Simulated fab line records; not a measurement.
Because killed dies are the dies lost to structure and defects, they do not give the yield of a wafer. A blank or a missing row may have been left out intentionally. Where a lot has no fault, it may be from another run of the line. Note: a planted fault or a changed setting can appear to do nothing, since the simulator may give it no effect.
Matching of chambers :: flow n5 finfet :: 3 sister chambers for N5_BEOL_M8_DEP_56 on pecvd-02
The step deposits SiCN from 3MS/NH3, target thk 10 nm, time 17.5 s. 6 wafers are shown with their chamber, then 9 later ones without.

WAFERS PAIRED WITH THEIR CHAMBERS
wafer: L084.5
chamber: 1
throttle valve pct (%): 8.6
showerhead plenum p Torr (Torr): 3.662

wafer: L085.3
chamber: 2
throttle valve pct (%): 8.8
showerhead plenum p Torr (Torr): 3.661

wafer: L085.6
chamber: 1
throttle valve pct (%): 8.4
showerhead plenum p Torr (Torr): 3.654

wafer: L092.3
chamber: 0
throttle valve pct (%): 9.2
showerhead plenum p Torr (Torr): 3.671

wafer: L092.4
chamber: 0
throttle valve pct (%): 9.5
showerhead plenum p Torr (Torr): 3.672

wafer: L092.6
chamber: 2
throttle valve pct (%): 8.9
showerhead plenum p Torr (Torr): 3.667

WAFERS WITH NO CHAMBER GIVEN
wafer: L096.1
throttle valve pct (%): 9.0
showerhead plenum p Torr (Torr): 3.668

wafer: L096.5
throttle valve pct (%): 9.4
showerhead plenum p Torr (Torr): 3.672

wafer: L096.6
throttle valve pct (%): 8.8
showerhead plenum p Torr (Torr): 3.664

wafer: L095.2
throttle valve pct (%): 9.0
showerhead plenum p Torr (Torr): 3.657

wafer: L095.4
throttle valve pct (%): 8.3
showerhead plenum p Torr (Torr): 3.663

wafer: L095.6
throttle valve pct (%): 9.2
showerhead plenum p Torr (Torr): 3.670

wafer: L097.1
throttle valve pct (%): 9.2
showerhead plenum p Torr (Torr): 3.665

wafer: L097.2
throttle valve pct (%): 8.4
showerhead plenum p Torr (Torr): 3.655

wafer: L097.3
throttle valve pct (%): 9.0
showerhead plenum p Torr (Torr): 3.661

EACH ONE'S CHAMBER
wafer: L096.1
from the rows above: can't be placed: 2 or 0
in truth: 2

wafer: L096.5
from the rows above: 0
in truth: 0

wafer: L096.6
from the rows above: 2
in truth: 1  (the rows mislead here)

wafer: L095.2
from the rows above: can't be placed: 2 or 1
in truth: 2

wafer: L095.4
from the rows above: can't be placed: 1 or 2
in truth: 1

wafer: L095.6
from the rows above: can't be placed: 0 or 2
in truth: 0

wafer: L097.1
from the rows above: can't be placed: 0 or 2
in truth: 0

wafer: L097.2
from the rows above: 1
in truth: 1

wafer: L097.3
from the rows above: 2
in truth: 2
3 of 9 placed correctly. These rows do not allow placing 5 (true chamber among the candidates in 5). Number placed wrongly: 1.
How it was worked out, from the rows above alone: a wafer's distance from a chamber is the root of the sum, over the readings, of the square of ((its reading less the chamber's mean) divided by the reading's scatter). The wafer belongs to the nearest chamber; if the next one is less than 2 further off, it can't be placed. A chamber's mean is the mean of its shown wafers. The scatter: take each reading less its chamber's mean, square it, sum over the shown wafers, divide by the number of wafers less the number of chambers, and take the root.
